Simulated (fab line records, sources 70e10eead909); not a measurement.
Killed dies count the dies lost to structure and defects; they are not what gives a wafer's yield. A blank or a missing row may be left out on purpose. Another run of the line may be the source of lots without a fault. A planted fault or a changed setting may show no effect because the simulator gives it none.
Chamber matching + flow nand-harc + NHARC_A_M0_CMP_23 on cmp-03 has 4 sister chambers
The step polishes, t overpolish 20 s, target thk 113.75 nm. 8 wafers are shown with their chamber, then 7 later ones without.

WAFERS WITH THEIR CHAMBER
| wafer  | chamber | time-to-endpoint-s (s) | motor-current-A (A) |
|--------|---------|------------------------|---------------------|
| L083.1 | 0       | 28.4                   | 11.1                |
| L083.3 | 3       | 28.1                   | 10.6                |
| L083.4 | 1       | 26.3                   | 11.4                |
| L086.1 | 3       | 27.6                   | 10.2                |
| L086.2 | 1       | 25.9                   | 11.7                |
| L086.3 | 2       | 27.4                   | 10.8                |
| L086.4 | 0       | 28.0                   | 11.7                |
| L086.5 | 2       | 26.0                   | 11.8                |

WAFERS WITHOUT THEIR CHAMBER
| wafer  | time-to-endpoint-s (s) | motor-current-A (A) |
|--------|------------------------|---------------------|
| L086.6 | 30.3                   | 10.8                |
| L088.1 | 28.3                   | 10.8                |
| L088.3 | 28.3                   | 11.2                |
| L088.5 | 27.8                   | 11.0                |
| L090.1 | 27.3                   | 11.5                |
| L090.3 | 29.2                   | 10.8                |
| L090.4 | 29.8                   | 11.0                |

WHICH CHAMBER EACH ONE RAN IN
| wafer  | from the rows above               | in truth |
|--------|-----------------------------------|----------|
| L086.6 | can't be placed: 0 or 3           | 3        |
| L088.1 | can't be placed: 3 or 0 or 2      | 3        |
| L088.3 | can't be placed: 0 or 3           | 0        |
| L088.5 | can't be placed: 0 or 3 or 2      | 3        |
| L090.1 | can't be placed: 2 or 0 or 1 or 3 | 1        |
| L090.3 | can't be placed: 0 or 3           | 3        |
| L090.4 | can't be placed: 0 or 3           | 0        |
Placed correctly: 0 of 7. Can't be placed from these rows: 7 (the true chamber is among the candidates in 7). Wrongly placed: 0.
How it was worked out, from the rows above alone: a wafer's distance from a chamber is the root of the sum, over the readings, of the square of ((its reading less the chamber's mean) divided by the reading's scatter). The wafer belongs to the nearest chamber; if the next one is less than 2 further off, it can't be placed. The mean given for a chamber averages the wafers shown for that chamber. How the scatter is found: for the shown wafers, subtract from each reading the mean of its chamber, square and add these, divide the total by (wafers less chambers), then take the root.
